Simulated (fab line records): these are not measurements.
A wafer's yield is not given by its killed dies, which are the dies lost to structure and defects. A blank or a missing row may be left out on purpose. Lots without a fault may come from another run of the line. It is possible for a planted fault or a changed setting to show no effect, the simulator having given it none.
Chamber matching	flow n5-finfet	rie-diel-04 running N5_SD_EPI_P_DESCUM_14: 4 sister chambers
The step chemistry O2, time 7.9 s. 20 wafers are shown with their chamber, then 10 later ones without.

WAFERS WITH THEIR CHAMBER
wafer	chamber	drypump-motor-current-A (A)	throttle-valve-pct (%)	showerhead-plenum-p-Torr (Torr)
L078.3	0	5.1	20.66	2.01
L078.4	3	5.9	20.50	1.99
L078.5	1	5.2	20.59	2.12
L081.2	2	6.1	20.61	2.07
L081.4	0	5.1	20.69	2.01
L081.6	2	6.1	20.61	2.07
L086.4	3	5.9	20.17	2.25
L086.5	3	5.9	20.20	2.25
L086.6	0	5.1	20.70	2.01
L087.4	3	5.9	20.19	2.25
L087.5	1	5.2	20.61	2.12
L087.6	0	5.1	20.69	2.01
L088.1	1	5.2	20.63	2.12
L088.2	3	5.9	20.20	2.25
L088.6	3	5.9	20.21	2.25
L090.2	1	5.2	20.63	2.11
L090.3	3	5.9	20.20	2.25
L090.4	0	5.2	20.69	2.01
L092.1	0	5.2	20.70	2.00
L092.3	1	5.2	20.63	2.11

SIGNATURES (averages over the wafers above)
reading	chamber 0	chamber 1	chamber 2	chamber 3	scatter within a chamber
drypump-motor-current-A	5.133	5.200	6.100	5.900	0.0289
throttle-valve-pct	20.6883	20.6180	20.6100	20.2386	0.072
showerhead-plenum-p-Torr	2.0083	2.1160	2.0700	2.2129	0.0603
Rule: a wafer lies at a distance from a chamber equal to the root of the sum of squares, over the readings, of (its reading less the chamber's mean, divided by the reading's scatter). The wafer belongs to the nearest chamber; if the next one is less than 2 further off, it can't be placed. The scatter: the root of (the sum of the squares of (reading less its chamber's mean) over the shown wafers, divided by (wafers less chambers)).

WAFERS WITH NO CHAMBER GIVEN
wafer	drypump-motor-current-A (A)	throttle-valve-pct (%)	showerhead-plenum-p-Torr (Torr)
L092.6	5.2	20.64	2.11
L093.1	6.1	20.63	2.06
L093.3	5.2	20.64	2.11
L093.5	5.9	20.20	2.25
L094.1	5.1	20.71	2.00
L094.2	6.1	20.64	2.06
L094.5	5.1	20.71	2.00
L097.2	6.1	20.66	2.06
L097.3	5.1	20.73	2.00
L097.4	5.2	20.64	2.11

THE CHAMBER EACH PASSED THROUGH
wafer	from the rows above	in truth
L092.6	1	1
L093.1	2	2
L093.3	1	1
L093.5	3	3
L094.1	0	0
L094.2	2	2
L094.5	0	0
L097.2	2	2
L097.3	0	0
L097.4	1	1
Correctly placed: 10 of 10. Not placeable from these rows: 0. Number placed wrongly: 0.
